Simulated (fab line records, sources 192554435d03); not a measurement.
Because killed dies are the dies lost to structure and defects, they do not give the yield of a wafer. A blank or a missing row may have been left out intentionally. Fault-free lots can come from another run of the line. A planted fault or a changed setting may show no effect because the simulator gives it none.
Chamber matching -- flow n5-finfet -- N5_STI_FIN_REVEAL_ALD_14 on ald-sin-02 has 4 sister chambers
The step deposits Si3N4, target thk 3 nm. 8 wafers are shown with their chamber, then 7 later ones without.

WAFERS PAIRED WITH THEIR CHAMBERS
wafer,chamber,heater-power-w (W)
L080.4,2,784
L081.2,1,859
L083.3,3,920
L085.1,2,848
L085.4,3,923
L085.6,0,810
L089.2,0,796
L089.3,1,826

WAFERS MISSING THEIR CHAMBER
wafer,heater-power-w (W)
L089.6,776
L096.1,925
L096.3,814
L096.5,792
L097.1,830
L097.4,859
L097.5,857

THE CHAMBER EACH PASSED THROUGH
wafer,from the rows above,in truth
L089.6,can't be placed: 0 or 2 or 1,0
L096.1,3,3
L096.3,can't be placed: 2 or 0 or 1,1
L096.5,can't be placed: 0 or 2 or 1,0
L097.1,can't be placed: 1 or 2 or 0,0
L097.4,can't be placed: 1 or 2 or 0 or 3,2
L097.5,can't be placed: 1 or 2 or 0 or 3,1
Placed correctly: 1 of 7. From these rows, 6 cannot be placed; in 6 the true chamber is one of the candidates. 0 placed wrongly.
How it was worked out, from the rows above alone: a wafer's distance from a chamber is the root of the sum, over the readings, of the square of ((its reading less the chamber's mean) divided by the reading's scatter). If the next closest chamber is less than 2 further off than the closest, the wafer can't be placed; otherwise it belongs to the closest. For every chamber, the mean is computed from those of its wafers that are shown. The scatter: take each reading less its chamber's mean, square it, sum over the shown wafers, divide by the number of wafers less the number of chambers, and take the root.
